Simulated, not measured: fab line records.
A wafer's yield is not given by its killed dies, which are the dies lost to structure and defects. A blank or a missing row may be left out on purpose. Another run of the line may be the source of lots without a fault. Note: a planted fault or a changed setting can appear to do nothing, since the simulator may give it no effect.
fab line records ; flow n5Finfet
record: lots: 7; wafers: 39
route steps=1938 shown ZERO_LAYER@4 FIN_SAQP@125 DUMMY_GATE@234 GATE_CUT@490 MOL_CONTACT_COAG@616 BEOL_M1@751 BEOL_M4@1059 BEOL_M5@1160 BEOL_M9@1401 BEOL_M10@1470 BEOL_M12@1602 TV_OPEN@1890 PASSIVATION@1936
startH: start of the lot's first displayed wafer, in hours after the record's first day ; waitH: hours elapsed since this lot's preceding step ; " identical to the entry in the row above ; L1.1+2: one row covering several wafers at once ; - value missing, or start not given ; * or withheld: withheld ; < > ~ a bound
route shown NAME@n: a module of which the file shows steps, and the number in the route of the first ; usual: average and standard deviation across the fault-free wafers ; same: alike in all rows ; chamber/n: place in a boat ; sites: each site's reading ; _std_site: standard deviation across them ; _edge_site: the outer-site mean with the inner-site mean subtracted ; radiusMm: for every site, how far away it sits from the centre of the wafer ; mask NAME#n: copy n ; behind: the last tool/chamber to shape the wafer ; hold: reason for holding the lot/hours on hold/outcome of the hold ; device: names the non-switching transistor (n, p or np) ; end of line: the same wafers' tests at the end of the route ; step lacking rows: just its recipe ; killed: dies lost to structure and defects at the first sort, not the wafer's yield ; map: a wafer's dies, x killed, . not, _ none there
set.NAME: the setting as run; set.NAME@STEP: as run at that earlier step ; model.NAME: the simulator's own value behind a step, which no gauge read
lots run with intentionally changed settings; tables by step, rows by wafer
== steps ==
step: N5_ZERO_LAYER_PECVD_02
recipe: material: SiO2; targetThkA: 100; tempC: 400; precursor: SiH4/N2O; pressureTorr: 0.75; rfW: 275; timeS: 6
step: N5_FIN_SAQP_SPACER1_ALD_24
recipe: material: SiO2; targetThkA: 203; tempC: 300; aldPrecursorFamily: BDEAS; aldCoReactant: O2-plasma; pulseTimeS: 1; purgeTimeS: 2; coReactantPurgeTimeS: 2; aldCycles: 218; pressureTorr: 2
step: N5_DUMMY_GATE_DESCUM_20
recipe: chemistry: O2; timeS: 6.2; sourcePowerW: 50; biasPowerW: 20; pressureMtorr: 20; rfFrequencyHz: 2.712e+07; tempC: 40; resist: CAR-EUV; o2FlowSccm: 225
step: N5_GATE_CUT_DESCUM_18
recipe: chemistry: O2; timeS: 7; sourcePowerW: 50; biasPowerW: 20; pressureMtorr: 20; rfFrequencyHz: 2.712e+07; tempC: 40; resist: CAR-EUV; o2FlowSccm: 225
step: N5_MOL_CONTACT_COAG_ETCH_124
recipe: chemistry: CH3F/O2; target: SiNx; targetDepthA: 65; maskMaterial: SOC; stopOn: SiOC; overEtchFrac: 0.3; ionEnergyEv: 120; pressureMtorr: 30; sourceW: 395; biasW: 73; Ar_flow_sccm: 150; CH3F_flow_sccm: 30; O2_flow_sccm: 20; ends: endPoint
step: N5_BEOL_M1_ILD_DEP_00
recipe: material: SiOC; targetThkA: 790; tempC: 350; precursor: DEMS/O2; pressureTorr: 5; rfW: 500; timeS: 15.3
step: N5_BEOL_M1_SPUTTER_88
recipe: material: Cu; targetThkA: 45; tempC: -20; chamberPressurePa: 0.07; powerW: withheld; timeS: 8.29
step: N5_BEOL_M4_DESCUM_33
step: N5_BEOL_M5_TRENCH_ETCH_37
recipe: chemistry: C4F6/O2; targetDepthA: 716.52; target: SiCOH_lowk; timeS: 24.7; ionEnergyEv: 250; pressureMtorr: 30; sourceW: 345; biasW: 185; Ar_flow_sccm: 300; C4F6_flow_sccm: 10; O2_flow_sccm: 10
step: N5_BEOL_M9_ILD_DEP_00
recipe: material: SiCOH_lowk; targetThkA: 3085.1; tempC: 300; precursor: DEMS/porogen; pressureTorr: 5; rfW: 500; timeS: 58
step: N5_BEOL_M10_ILD_DEP_00
step: N5_BEOL_M12_ILD_DEP_00
recipe: material: SiOC; targetThkA: 6589.2; tempC: 350; precursor: DEMS/O2; pressureTorr: 5; rfW: 500; timeS: 130.7
step: N5_PASSIVATION_ETCH_15
recipe: chemistry: CF4/N2; target: SiCN; targetDepthA: 750; taperDeg: 2; timeS: 81.2; ionEnergyEv: 150; maskMaterial: SiNx; pressureMtorr: 40; sourceW: 430; biasW: 70; Ar_flow_sccm: 100; cf4FlowSccm: 60; n2FlowSccm: 60
step: N5_PASSIVATION_PROBE_49
usual: killed_at_M0_to_M3: 33/10
lot.wafer;tool;chamber;startH;waitH;set.timeS@ZERO_LAYER_PECVD_02;set.aldCycles@FIN_SAQP_SPACER1_ALD_24;set.timeS@DUMMY_GATE_DESCUM_20;set.timeS@GATE_CUT_DESCUM_18;set.targetDepthA@MOL_CONTACT_COAG_ETCH_124;set.targetThkA@BEOL_M1_ILD_DEP_00;set.timeS@BEOL_M1_SPUTTER_88;set.timeS@BEOL_M4_DESCUM_33;set.timeS@BEOL_M5_TRENCH_ETCH_37;set.timeS@BEOL_M9_ILD_DEP_00;set.targetThkA@BEOL_M10_ILD_DEP_00;set.timeS@BEOL_M12_ILD_DEP_00;set.targetDepthA@PASSIVATION_ETCH_15;killed_at_M0_to_M3
L076.1;prober-01;-;291.11;0.0;4.216;218;6.2;3.525;65;790;8.29;7;37.56;58;3085.1;153.4;903.6;35
L076.2;prober-01;-;291.16;0.1;4.216;156;6.2;7;65;790;8.29;5.069;37.56;58;3085.1;130.7;903.6;25
L076.3;prober-01;-;291.21;0.1;6;156;4.215;3.525;65;790;11.99;7;24.7;58;3085.1;130.7;903.6;24
L076.4;prober-01;-;291.26;0.2;6;156;4.215;7;41.24;790;11.99;7;37.56;58;3085.1;130.7;750;28
L076.5;prober-01;-;291.31;0.2;4.216;218;4.215;3.525;41.24;790;8.29;5.069;24.7;58;3085.1;153.4;750;31
L076.6;prober-01;-;291.36;0.3;6;218;6.2;7;41.24;790;11.99;5.069;24.7;58;3085.1;153.4;750;19
L075.2;prober-01;-;309.32;0.2;6;218;6.2;7;65;790;8.29;7;24.7;58;3085.1;130.7;750;30
L075.3;prober-01;-;309.37;0.3;6;218;6.2;7;65;790;8.29;7;24.7;58;3085.1;130.7;750;29
L075.4;prober-01;-;309.42;0.3;6;218;6.2;7;65;790;8.29;7;24.7;58;3085.1;130.7;750;21
L082.1;prober-02;-;356.35;0.0;3.452;303;2.717;7;94.82;790;8.29;7;35.81;58;1408;130.7;750;28
L082.2;prober-02;-;356.40;0.1;6;218;6.2;7;65;790;8.29;7;24.7;58;3085.1;130.7;750;32
L082.3;prober-02;-;356.45;0.1;6;303;2.717;7;94.82;790;5.255;3.48;35.81;58;1408;130.7;750;21
L082.4;prober-02;-;356.50;0.2;3.452;303;6.2;7;65;1061;8.29;3.48;35.81;58;3085.1;130.7;750;43
L082.5;prober-02;-;356.55;0.2;6;218;2.717;7;65;1061;5.255;3.48;24.7;58;1408;130.7;750;33
L082.6;prober-02;-;356.60;0.3;3.452;218;6.2;7;94.82;1061;5.255;7;24.7;58;3085.1;130.7;750;1126
L086.1;prober-02;-;371.76;0.0;6;282;6.2;3.605;65;937.5;8.29;5.616;39.1;29.77;3085.1;207.1;1108;39
L086.2;prober-02;-;371.81;0.1;6;282;6.2;7;74.79;790;8.29;5.616;39.1;58;3085.1;130.7;750;43
L086.3;prober-02;-;371.86;0.1;4.174;218;9.072;3.605;74.79;937.5;8.29;5.616;24.7;29.77;3085.1;130.7;1108;36
L086.4;prober-02;-;371.91;0.2;6;218;9.072;3.605;74.79;790;8.29;7;24.7;29.77;3085.1;130.7;750;53
L086.5;prober-02;-;371.96;0.2;4.174;282;9.072;7;65;790;8.29;7;24.7;58;3085.1;207.1;1108;57
L086.6;prober-02;-;372.01;0.3;4.174;218;6.2;7;65;937.5;8.29;7;39.1;58;3085.1;207.1;750;71
L092.1;prober-02;-;402.30;0.0;6;218;6.2;7;65;1255;8.29;9.355;24.7;58;3085.1;130.7;750;1127
L092.2;prober-02;-;402.35;0.1;6;171;4.172;7;50.9;1255;10.49;7;24.7;67.19;3085.1;130.7;750;46
L092.3;prober-02;-;402.40;0.1;6;218;6.2;7;65;1255;10.49;7;16.87;58;3085.1;130.7;546.1;1114
L092.4;prober-02;-;402.45;0.2;6;218;4.172;7;50.9;790;10.49;9.355;16.87;58;3085.1;198.3;750;20
L092.5;prober-02;-;402.50;0.2;6;171;4.172;7;65;790;8.29;7;16.87;67.19;3085.1;198.3;546.1;20
L092.6;prober-02;-;402.55;0.3;6;171;6.2;7;50.9;790;8.29;9.355;24.7;67.19;3085.1;198.3;546.1;42
L093.1;prober-02;-;408.41;0.0;6;218;6.2;7;102.2;790;8.29;7;24.7;91.03;3085.1;130.7;750;44
L093.2;prober-02;-;408.46;0.1;5.035;302;6.2;7;102.2;790;8.29;9.644;24.7;58;2564;130.7;1122;25
L093.3;prober-02;-;408.51;0.1;6;302;6.2;5.898;65;790;8.29;7;19.39;58;3085.1;130.7;750;27
L093.4;prober-02;-;408.56;0.2;5.035;218;6.2;5.898;65;790;8.29;7;24.7;58;2564;130.7;1122;42
L093.5;prober-02;-;408.61;0.2;6;218;6.2;5.898;102.2;790;8.29;9.644;19.39;91.03;2564;130.7;750;39
L093.6;prober-02;-;408.66;0.3;5.035;302;6.2;7;65;790;8.29;9.644;19.39;91.03;3085.1;130.7;1122;44
L097.1;prober-02;-;440.40;0.0;8.075;218;6.2;7;65;790;8.29;9.2;32.95;58;3085.1;171.7;750;41
L097.2;prober-02;-;440.45;0.1;8.075;218;7.673;9.328;65;790;8.29;9.2;24.7;58;3085.1;130.7;750;32
L097.3;prober-02;-;440.50;0.1;8.075;218;6.2;7;77.34;1197;8.29;9.2;24.7;43.36;3085.1;130.7;750;1113
L097.4;prober-02;-;440.55;0.2;6;218;7.673;9.328;65;1197;8.29;7;32.95;43.36;3085.1;130.7;750;1112
L097.5;prober-02;-;440.60;0.2;6;218;6.2;9.328;77.34;1197;8.29;7;24.7;58;3085.1;171.7;750;1120
L097.6;prober-02;-;440.65;0.3;6;218;7.673;7;77.34;790;8.29;7;32.95;43.36;3085.1;171.7;750;20
killed by level:class
L076.1 BEOL_M5:areaEtch=26 FIN_SAQP:geometricParticle:open=15 FIN_SAQP:geometricParticle:short=13 MOL_CONTACT_COAG:geometricParticle:open=13 BEOL_M3:geometricParticle:open=10 STI_FIN_REVEAL:geometricParticle:open=8 DUMMY_GATE:geometricParticle:open=8 GATE_CUT:geometricParticle:short=6
L076.2 FIN_SAQP:areaAld=1096 FIN_SAQP:geometricParticle:open=13 MOL_CONTACT_COAG:geometricParticle:open=10 FIN_SAQP:geometricParticle:short=8 BEOL_M0:geometricParticle:open=6 DUMMY_GATE:geometricParticle:open=5 BEOL_M3:geometricParticle:open=5 STI_FIN_REVEAL:geometricParticle:open=4
L076.3 FIN_SAQP:areaAld=1055 STI_FIN_REVEAL:geometricParticle:open=18 MOL_CONTACT_COAG:geometricParticle:open=14 FIN_SAQP:geometricParticle:open=9 FIN_SAQP:geometricParticle:short=7 GATE_CUT:geometricParticle:open=7 BEOL_M1:geometricParticle:open=7 BEOL_M4:geometricParticle:open=6
L076.4 FIN_SAQP:areaAld=1067 STI_FIN_REVEAL:geometricParticle:open=17 FIN_SAQP:geometricParticle:short=13 FIN_SAQP:geometricParticle:open=10 MOL_CONTACT_COAG:geometricParticle:open=9 BEOL_M0:geometricParticle:open=8 BEOL_M3:geometricParticle:open=7 DUMMY_GATE:geometricParticle:open=5
L076.5 FIN_SAQP:geometricParticle:open=14 BEOL_M4:geometricParticle:open=11 STI_FIN_REVEAL:geometricParticle:open=10 FIN_SAQP:geometricParticle:short=8 BEOL_M0_SAQP:geometricParticle:short=8 BEOL_M3:geometricParticle:open=8 GATE_CUT:geometricParticle:short=6 BEOL_M1:geometricParticle:open=6
L076.6 STI_FIN_REVEAL:geometricParticle:open=11 FIN_SAQP:geometricParticle:short=8 BEOL_M0_SAQP:geometricParticle:short=7 STARTING-WAFER:geometricParticle:open=7 BEOL_M4:areaExpose=7 FIN_SAQP:geometricParticle:open=6 BEOL_M4:geometricParticle:open=6 DUMMY_GATE:geometricParticle:open=5
L075.2 FIN_SAQP:geometricParticle:open=9 MOL_CONTACT_COAG:geometricParticle:open=9 FIN_SAQP:geometricParticle:short=6 GATE_CUT:geometricParticle:short=6 BEOL_M3:geometricParticle:open=6 STI_FIN_REVEAL:geometricParticle:open=5 DUMMY_GATE:geometricParticle:open=5 BEOL_M1:geometricParticle:open=5
L075.3 MOL_CONTACT_COAG:geometricParticle:open=12 BEOL_M4:geometricParticle:open=11 BEOL_M0:geometricParticle:open=9 BEOL_M1:geometricParticle:open=7 STI_FIN_REVEAL:geometricParticle:open=6 BEOL_M5:geometricParticle:open=5 ILD0:geometricParticle:open=4 BEOL_M0_SAQP:geometricParticle:short=4
L075.4 FIN_SAQP:geometricParticle:open=9 FIN_SAQP:geometricParticle:short=8 BEOL_M1:geometricParticle:open=6 STI_FIN_REVEAL:geometricParticle:open=4 BEOL_M2:geometricParticle:open=4 BEOL_M3:geometricParticle:open=4 GATE_CUT:geometricParticle:short=3 MOL_CONTACT_COAG:geometricParticle:open=3
L082.1 FIN_SAQP:areaAld=1097 FIN_SAQP:geometricParticle:short=9 MOL_CONTACT_COAG:geometricParticle:open=9 BEOL_M2:geometricParticle:open=7 BEOL_M1:geometricParticle:open=6 DUMMY_GATE:geometricParticle:open=5 BEOL_M0_SAQP:geometricParticle:short=4 FIN_SAQP:geometricParticle:open=3
L082.2 MOL_CONTACT_COAG:geometricParticle:open=13 BEOL_M2:geometricParticle:open=9 FIN_SAQP:geometricParticle:open=7 BEOL_M1:geometricParticle:open=7 FIN_SAQP:geometricParticle:short=4 BEOL_M0_SAQP:geometricParticle:short=4 STI_FIN_REVEAL:geometricParticle:open=3 BEOL_M0:geometricParticle:open=3
L082.3 FIN_SAQP:areaAld=1109 DUMMY_GATE:geometricParticle:open=8 STI_FIN_REVEAL:geometricParticle:open=6 MOL_CONTACT_COAG:geometricParticle:open=6 BEOL_M1:geometricParticle:open=6 BEOL_M4:geometricParticle:open=5 FIN_SAQP:geometricParticle:open=4 BEOL_M1:geometricParticle:short=4
L082.4 FIN_SAQP:areaAld=1062 BEOL_M2:geometricParticle:open=13 BEOL_M0_SAQP:geometricParticle:short=11 FIN_SAQP:geometricParticle:open=10 MOL_CONTACT_COAG:geometricParticle:open=8 BEOL_M0_SAQP:geometricParticle:open=8 DUMMY_GATE:geometricParticle:open=7 STI_FIN_REVEAL:geometricParticle:short=7
L082.5 BEOL_M10:areaDep=1057 FIN_SAQP:geometricParticle:open=12 STI_FIN_REVEAL:geometricParticle:open=10 MOL_CONTACT_COAG:geometricParticle:open=9 BEOL_M1:areaEtch=9 FIN_SAQP:geometricParticle:short=8 BEOL_M1:geometricParticle:open=8 MOL_CONTACT_COAG:geometricParticle:short=5
L082.6 BEOL_M1:areaEtch=1099 BEOL_M2:geometricParticle:open=9 MOL_CONTACT_COAG:geometricParticle:open=8 FIN_SAQP:geometricParticle:short=7 STI_FIN_REVEAL:geometricParticle:open=6 BEOL_M3:geometricParticle:open=6 FIN_SAQP:geometricParticle:open=5 BEOL_M1:geometricParticle:open=5
L086.1 FIN_SAQP:areaAld=1071 MOL_CONTACT_COAG:geometricParticle:open=11 BEOL_M0_SAQP:geometricParticle:short=10 FIN_SAQP:geometricParticle:open=8 BEOL_M3:geometricParticle:open=8 BEOL_M0_SAQP:geometricParticle:open=6 BEOL_M3:geometricParticle:short=6 FIN_SAQP:geometricParticle:short=5
L086.2 FIN_SAQP:areaAld=1053 BEOL_M0_SAQP:geometricParticle:short=17 FIN_SAQP:geometricParticle:short=14 BEOL_M4:geometricParticle:open=14 BEOL_M0_SAQP:geometricParticle:open=11 FIN_SAQP:geometricParticle:open=9 BEOL_M2:geometricParticle:open=5 STI_FIN_REVEAL:geometricParticle:open=5
L086.3 BEOL_M9:areaDep=1043 FIN_SAQP:geometricParticle:open=16 BEOL_M0_SAQP:geometricParticle:open=7 BEOL_M0_SAQP:geometricParticle:short=7 BEOL_M3:geometricParticle:open=7 FIN_SAQP:geometricParticle:short=6 STI_FIN_REVEAL:geometricParticle:open=6 MOL_CONTACT_COAG:geometricParticle:open=6
L086.4 BEOL_M9:areaDep=1016 FIN_SAQP:geometricParticle:short=16 BEOL_M3:geometricParticle:open=13 BEOL_M0_SAQP:geometricParticle:short=13 BEOL_M0_SAQP:geometricParticle:open=13 FIN_SAQP:geometricParticle:open=8 MOL_CONTACT_COAG:geometricParticle:open=8 DUMMY_GATE:geometricParticle:open=6
L086.5 FIN_SAQP:areaAld=1058 BEOL_M0_SAQP:geometricParticle:short=14 BEOL_M0_SAQP:geometricParticle:open=13 FIN_SAQP:geometricParticle:short=10 MOL_CONTACT_COAG:geometricParticle:open=10 BEOL_M2:geometricParticle:open=9 FIN_SAQP:geometricParticle:open=6 BEOL_M1:geometricParticle:open=6
L086.6 BEOL_M5:areaEtch=292 BEOL_M0_SAQP:geometricParticle:open=15 BEOL_M1:geometricParticle:open=13 BEOL_M0_SAQP:geometricParticle:short=12 BEOL_M2:geometricParticle:open=11 MOL_CONTACT_COAG:geometricParticle:open=10 BEOL_M3:geometricParticle:open=8 BEOL_M1:geometricParticle:short=6
L092.1 BEOL_M1:areaEtch=1104 MOL_CONTACT_COAG:geometricParticle:open=16 STI_FIN_REVEAL:geometricParticle:open=10 BEOL_M4:geometricParticle:open=5 BEOL_M0_SAQP:geometricParticle:open=5 BEOL_M2:geometricParticle:open=5 DUMMY_GATE:geometricParticle:open=4 GATE_CUT:geometricParticle:short=4
L092.2 FIN_SAQP:areaAld=1065 BEOL_M1:areaEtch=24 MOL_CONTACT_COAG:geometricParticle:open=12 FIN_SAQP:geometricParticle:short=8 STI_FIN_REVEAL:geometricParticle:open=7 BEOL_M4:geometricParticle:open=7 BEOL_M0_SAQP:geometricParticle:short=6 BEOL_M1:geometricParticle:open=6
L092.3 BEOL_M1:areaEtch=1074 BEOL_M3:geometricParticle:open=15 BEOL_M4:geometricParticle:open=9 BEOL_M0_SAQP:geometricParticle:short=8 STI_FIN_REVEAL:geometricParticle:open=7 FIN_SAQP:geometricParticle:short=6 MOL_CONTACT_COAG:geometricParticle:open=6 BEOL_M0:geometricParticle:open=4
L092.4 BEOL_M5:areaEcd=14 FIN_SAQP:geometricParticle:short=10 STI_FIN_REVEAL:geometricParticle:open=9 FIN_SAQP:geometricParticle:open=8 MOL_CONTACT_COAG:geometricParticle:open=7 BEOL_M4:geometricParticle:open=6 BEOL_M1:geometricParticle:open=5 MOL_CONTACT_COAG:geometricParticle:short=5
L092.5 FIN_SAQP:areaAld=1062 TV_OPEN:areaEtch=24 MOL_CONTACT_COAG:geometricParticle:open=19 STI_FIN_REVEAL:geometricParticle:open=10 BEOL_M4:geometricParticle:short=9 FIN_SAQP:geometricParticle:short=6 GATE_CUT:geometricParticle:short=5 MOL_CONTACT_COAG:geometricParticle:short=5
L092.6 FIN_SAQP:areaAld=1027 TV_OPEN:areaEtch=22 MOL_CONTACT_COAG:geometricParticle:open=21 BEOL_M4:geometricParticle:open=13 BEOL_M0_SAQP:geometricParticle:short=11 STI_FIN_REVEAL:geometricParticle:open=9 BEOL_M0_SAQP:geometricParticle:open=9 BEOL_M1:geometricParticle:open=7
L093.1 BEOL_M9:areaEtch=1056 FIN_SAQP:geometricParticle:open=23 BEOL_M3:geometricParticle:open=12 MOL_CONTACT_COAG:geometricParticle:open=11 BEOL_M0_SAQP:geometricParticle:open=8 MOL_CONTACT_COAG:geometricParticle:short=7 BEOL_M2:geometricParticle:open=7 BEOL_M0_SAQP:geometricParticle:short=7
L093.2 FIN_SAQP:areaAld=1062 FIN_SAQP:geometricParticle:open=19 MOL_CONTACT_COAG:geometricParticle:open=18 BEOL_M0_SAQP:geometricParticle:open=7 BEOL_M3:geometricParticle:open=7 BEOL_M6:geometricParticle:open=7 DUMMY_GATE:geometricParticle:open=6 BEOL_M0_SAQP:geometricParticle:short=6
L093.3 FIN_SAQP:areaAld=1055 FIN_SAQP:geometricParticle:open=22 MOL_CONTACT_COAG:geometricParticle:open=14 BEOL_M3:geometricParticle:open=9 FIN_SAQP:geometricParticle:short=8 DUMMY_GATE:geometricParticle:open=7 STARTING-WAFER:geometricParticle:short=6 ILD0:geometricParticle:short=6
L093.4 FIN_SAQP:geometricParticle:short=11 BEOL_M3:geometricParticle:open=11 FIN_SAQP:geometricParticle:open=10 BEOL_M1:geometricParticle:open=10 GATE_CUT:geometricParticle:short=7 BEOL_M0_SAQP:geometricParticle:short=7 MOL_CONTACT_COAG:geometricParticle:open=6 BEOL_M0_SAQP:geometricParticle:open=6
L093.5 BEOL_M9:areaEtch=1055 MOL_CONTACT_COAG:geometricParticle:open=23 BEOL_M2:geometricParticle:open=13 BEOL_M1:geometricParticle:open=9 BEOL_M4:geometricParticle:open=9 FIN_SAQP:geometricParticle:short=6 FIN_SAQP:geometricParticle:open=5 GATE_CUT:geometricParticle:open=5
L093.6 FIN_SAQP:areaAld=1057 FIN_SAQP:geometricParticle:open=17 FIN_SAQP:geometricParticle:short=14 BEOL_M0_SAQP:geometricParticle:short=10 BEOL_M3:geometricParticle:open=9 BEOL_M0_SAQP:geometricParticle:open=8 BEOL_M1:geometricParticle:open=8 DUMMY_GATE:geometricParticle:open=7
L097.1 BEOL_M2:geometricParticle:open=11 FIN_SAQP:geometricParticle:open=8 BEOL_M0_SAQP:geometricParticle:open=7 BEOL_M0_SAQP:geometricParticle:short=7 FIN_SAQP:geometricParticle:short=5 STI_FIN_REVEAL:geometricParticle:open=5 BEOL_M0:geometricParticle:open=5 MOL_CONTACT_COAG:geometricParticle:open=5
L097.2 BEOL_M0_SAQP:geometricParticle:open=7 BEOL_M0_SAQP:geometricParticle:short=6 BEOL_M0:geometricParticle:open=5 BEOL_M1:geometricParticle:open=5 BEOL_M3:geometricParticle:short=4 BEOL_M5:geometricParticle:open=4 FIN_SAQP:geometricParticle:short=3 GATE_CUT:geometricParticle:short=3
L097.3 BEOL_M1:areaEtch=1094 STI_FIN_REVEAL:geometricParticle:open=16 MOL_CONTACT_COAG:geometricParticle:open=6 BEOL_M1:geometricParticle:open=6 DUMMY_GATE:geometricParticle:open=5 MIM_TOP_ETCH:geometricParticle:short=4 STARTING-WAFER:geometricParticle:open=4 STI_FIN_REVEAL:geometricParticle:short=3
L097.4 BEOL_M1:areaEtch=1078 BEOL_M6:geometricParticle:open=10 MOL_CONTACT_COAG:geometricParticle:open=9 BEOL_M4:geometricParticle:open=8 MIM_TOP_ETCH:geometricParticle:open=7 BEOL_M1:geometricParticle:open=7 STI_FIN_REVEAL:geometricParticle:open=6 BEOL_M0_SAQP:geometricParticle:open=6
L097.5 BEOL_M1:areaEtch=1094 BEOL_M0_SAQP:geometricParticle:short=10 DUMMY_GATE:geometricParticle:open=10 FIN_SAQP:geometricParticle:short=8 BEOL_M4:geometricParticle:open=6 FIN_SAQP:geometricParticle:open=5 MOL_CONTACT_COAG:geometricParticle:open=4 BEOL_M0_SAQP:geometricParticle:open=4
L097.6 BEOL_M4:geometricParticle:open=12 STI_FIN_REVEAL:geometricParticle:open=9 MOL_CONTACT_COAG:geometricParticle:open=7 BEOL_M1:geometricParticle:open=6 BEOL_M0_SAQP:geometricParticle:open=5 FIN_SAQP:geometricParticle:short=4 STARTING-WAFER:geometricParticle:short=4 FIN_SAQP:geometricParticle:open=3
== key ==
split: step: N5_ZERO_LAYER_PECVD_02; setting: timeS; statedAs: 6
response none clear
split: step: N5_FIN_SAQP_SPACER1_ALD_24; setting: aldCycles; statedAs: 218
response none clear
split: step: N5_DUMMY_GATE_DESCUM_20; setting: timeS; statedAs: 6.2
response none clear
split: step: N5_GATE_CUT_DESCUM_18; setting: timeS; statedAs: 7
response none clear
split: step: N5_MOL_CONTACT_COAG_ETCH_124; setting: targetDepthA; statedAs: 65
response none clear
split: step: N5_BEOL_M1_ILD_DEP_00; setting: targetThkA; statedAs: 790
response: step: N5_PASSIVATION_PROBE_49; reading: killed_at_M0_to_M3; slope: +15.6; per: 1%; togetherWith: all; explained: 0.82
split: step: N5_BEOL_M1_SPUTTER_88; setting: timeS; statedAs: 8.29
response none clear
split: step: N5_BEOL_M4_DESCUM_33; setting: timeS; statedAs: 7
response none clear
split: step: N5_BEOL_M5_TRENCH_ETCH_37; setting: timeS; statedAs: 24.7
response none clear
split: step: N5_BEOL_M9_ILD_DEP_00; setting: timeS; statedAs: 58
response none clear
split: step: N5_BEOL_M10_ILD_DEP_00; setting: targetThkA; statedAs: 3085.1
response none clear
split: step: N5_BEOL_M12_ILD_DEP_00; setting: timeS; statedAs: 130.7
response none clear
split: step: N5_PASSIVATION_ETCH_15; setting: targetDepthA; statedAs: 750
response none clear
